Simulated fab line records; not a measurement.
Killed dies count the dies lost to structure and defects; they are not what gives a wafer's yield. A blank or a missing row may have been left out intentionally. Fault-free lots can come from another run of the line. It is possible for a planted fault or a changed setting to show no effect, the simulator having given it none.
Split-lot experiment || flow n5_finfet || 21 wafers read across 4 lots, on a route 1938 steps long

== ON THE SPLIT ==
At N5_BEOL_M1_TRENCH_ETCH_37 (etches SiOC in C4F6/O2, target depth 55.207 nm, time 29 s), the setting time_s was moved away from the recipe's 29 s on 6 of the 21 wafers read, by -13.0% to +20.7%. For the rest of the wafers, this setting stayed at what the recipe calls for.

== FROM THE SPLIT TO THE READING: what the file shows between them, 2 steps ==
- N5_BEOL_M1_ETCH_41: etches SiCN in CH3F/O2, target depth 31.9 nm, time 57.8 s
- N5_BEOL_M1_STRIP_97: strips in N2/H2, time 10 s

== THE READING ==
trench_depth_nm, in nm, at N5_BEOL_M1_OCD_MEAS_38. On this fab line, fault-free wafers typically give 54.4 nm with a standard deviation of 1.3 nm.

{"wafer": "L079.1", "tool, chamber at the split": "rie_diel-02, 3", "time_s as run, s": 29, "against the recipe": "recipe", "trench_depth_nm, nm": 54.8, "against lot-mates on the recipe": "-"}
{"wafer": "L079.2", "tool, chamber at the split": "rie_diel-02, 2", "time_s as run, s": 29, "against the recipe": "recipe", "trench_depth_nm, nm": 54.1, "against lot-mates on the recipe": "-"}
{"wafer": "L079.3", "tool, chamber at the split": "rie_diel-02, 1", "time_s as run, s": 29, "against the recipe": "recipe", "trench_depth_nm, nm": 52.6, "against lot-mates on the recipe": "-"}
{"wafer": "L079.4", "tool, chamber at the split": "rie_diel-02, 0", "time_s as run, s": 29, "against the recipe": "recipe", "trench_depth_nm, nm": 53.1, "against lot-mates on the recipe": "-"}
{"wafer": "L079.5", "tool, chamber at the split": "rie_diel-02, 2", "time_s as run, s": 29, "against the recipe": "recipe", "trench_depth_nm, nm": 54.5, "against lot-mates on the recipe": "-"}
{"wafer": "L079.6", "tool, chamber at the split": "rie_diel-02, 3", "time_s as run, s": 29, "against the recipe": "recipe", "trench_depth_nm, nm": 55.2, "against lot-mates on the recipe": "-"}
{"wafer": "L081.4", "tool, chamber at the split": "rie_diel-02, 1", "time_s as run, s": 29, "against the recipe": "recipe", "trench_depth_nm, nm": 54.2, "against lot-mates on the recipe": "-"}
{"wafer": "L081.5", "tool, chamber at the split": "rie_diel-02, 0", "time_s as run, s": 29, "against the recipe": "recipe", "trench_depth_nm, nm": 52.6, "against lot-mates on the recipe": "-"}
{"wafer": "L081.6", "tool, chamber at the split": "rie_diel-02, 3", "time_s as run, s": 29, "against the recipe": "recipe", "trench_depth_nm, nm": 55.3, "against lot-mates on the recipe": "-"}
{"wafer": "L089.1", "tool, chamber at the split": "rie_diel-02, 2", "time_s as run, s": 25.22, "against the recipe": "-13.0%", "trench_depth_nm, nm": 50.4, "against lot-mates on the recipe": -4.8}
{"wafer": "L089.2", "tool, chamber at the split": "rie_diel-02, 1", "time_s as run, s": 25.22, "against the recipe": "-13.0%", "trench_depth_nm, nm": 46.6, "against lot-mates on the recipe": -8.6}
{"wafer": "L089.3", "tool, chamber at the split": "rie_diel-02, 0", "time_s as run, s": 25.22, "against the recipe": "-13.0%", "trench_depth_nm, nm": 46.3, "against lot-mates on the recipe": -8.9}
{"wafer": "L089.4", "tool, chamber at the split": "rie_diel-02, 3", "time_s as run, s": 29, "against the recipe": "recipe", "trench_depth_nm, nm": 55.1, "against lot-mates on the recipe": "-"}
{"wafer": "L089.5", "tool, chamber at the split": "rie_diel-02, 1", "time_s as run, s": 29, "against the recipe": "recipe", "trench_depth_nm, nm": 53.4, "against lot-mates on the recipe": "-"}
{"wafer": "L089.6", "tool, chamber at the split": "rie_diel-02, 2", "time_s as run, s": 29, "against the recipe": "recipe", "trench_depth_nm, nm": 57.2, "against lot-mates on the recipe": "-"}
{"wafer": "L087.1", "tool, chamber at the split": "rie_diel-04, 3", "time_s as run, s": 35.01, "against the recipe": "+20.7%", "trench_depth_nm, nm": 67.6, "against lot-mates on the recipe": "+11.8"}
{"wafer": "L087.2", "tool, chamber at the split": "rie_diel-04, 1", "time_s as run, s": 29, "against the recipe": "recipe", "trench_depth_nm, nm": 55.9, "against lot-mates on the recipe": "-"}
{"wafer": "L087.3", "tool, chamber at the split": "rie_diel-04, 2", "time_s as run, s": 35.01, "against the recipe": "+20.7%", "trench_depth_nm, nm": 68.4, "against lot-mates on the recipe": "+12.6"}
{"wafer": "L087.4", "tool, chamber at the split": "rie_diel-04, 0", "time_s as run, s": 29, "against the recipe": "recipe", "trench_depth_nm, nm": 55.5, "against lot-mates on the recipe": "-"}
{"wafer": "L087.5", "tool, chamber at the split": "rie_diel-04, 0", "time_s as run, s": 35.01, "against the recipe": "+20.7%", "trench_depth_nm, nm": 66.6, "against lot-mates on the recipe": "+10.8"}
{"wafer": "L087.6", "tool, chamber at the split": "rie_diel-04, 1", "time_s as run, s": 29, "against the recipe": "recipe", "trench_depth_nm, nm": 55.9, "against lot-mates on the recipe": "-"}

THE FIT
A straight line over all 21 wafers: trench_depth_nm changes by +0.593 nm for each +1% of time_s; r = +0.97; the points scatter about the line by 1.4 nm.
The same after taking each lot's own level away (the mean of its wafers on the recipe; 21 wafers): +0.569 nm for each +1%; r = +0.98; scatter 1.2 nm.
Per that fit: largest time_s move, reading shift of 12 nm.
From 54.03 to 55.77 nm: that is the span of the lots' own levels, equal to 1.3 times the standard deviation above.
Hence the lot-to-lot level has little effect on the slope; both slopes agree.
Check: for one of the wafers moved furthest among these (+20.7%), held out of the fit, the line's prediction against its lot-mates is +11.8 nm. Against them it came out at +11.8 nm.

== FURTHER SPLITS ON THESE WAFERS ==
Other splits were also applied to these wafers ahead of the reading. Each is held against what the fit with the lots' levels taken away leaves over:
{"other split on the same wafers": "N5_MOL_CONTACT_COAG_COAT_103 spin_rpm", "wafers away from the commonest value": 9, "r with trench_depth_nm (lot level and that fit taken away)": -0.25}
{"other split on the same wafers": "N5_MOL_CONTACT_COAG_VIA_ETCH_46 bias_w", "wafers away from the commonest value": 9, "r with trench_depth_nm (lot level and that fit taken away)": -0.13}
{"other split on the same wafers": "N5_MOL_CONTACT_COAG_COAT_64 spin_rpm", "wafers away from the commonest value": 9, "r with trench_depth_nm (lot level and that fit taken away)": -0.09}
{"other split on the same wafers": "N5_BEOL_M0_SAQP_PECVD_96 time_s", "wafers away from the commonest value": 6, "r with trench_depth_nm (lot level and that fit taken away)": "+0.12"}
{"other split on the same wafers": "N5_BEOL_M0_CUTY_EXPOSE_54 dose_mj", "wafers away from the commonest value": 6, "r with trench_depth_nm (lot level and that fit taken away)": -0.19}

== THE WHOLE CHAIN: every reading that the file lists as answering this split, in the file's order ==
{"step": "N5_BEOL_M1_TRENCH_ETCH_37", "what it does": "etches SiOC in C4F6/O2, target depth 55.207 nm, time 29 s", "reading": "etch.depth_nm (the simulator's own value, which no gauge read)", "change (the file's fit)": "+0.555 nm for each +1% of the setting", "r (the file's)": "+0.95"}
{"step": "N5_BEOL_M1_TRENCH_ETCH_37", "what it does": "etches SiOC in C4F6/O2, target depth 55.207 nm, time 29 s", "reading": "BEOL_M1.feature_depth_nm (the simulator's own value, which no gauge read)", "change (the file's fit)": "+0.557 nm for each +1% of the setting", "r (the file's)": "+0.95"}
{"step": "N5_BEOL_M1_TRENCH_ETCH_37", "what it does": "etches SiOC in C4F6/O2, target depth 55.207 nm, time 29 s", "reading": "TiN_of_BEOL_M1_HM_DEP_02.thk_nm (the simulator's own value, which no gauge read)", "change (the file's fit)": "-0.028 nm for each +1% of the setting", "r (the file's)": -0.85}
{"step": "N5_BEOL_M1_OCD_MEAS_38", "what it does": "", "reading": "trench_depth_nm", "change (the file's fit)": "+0.568 nm for each +1% of the setting", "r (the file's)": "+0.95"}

== THE FILE'S OWN FIT ==
trench_depth_nm changes by +0.568 nm for each +1% of time_s, r = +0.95.
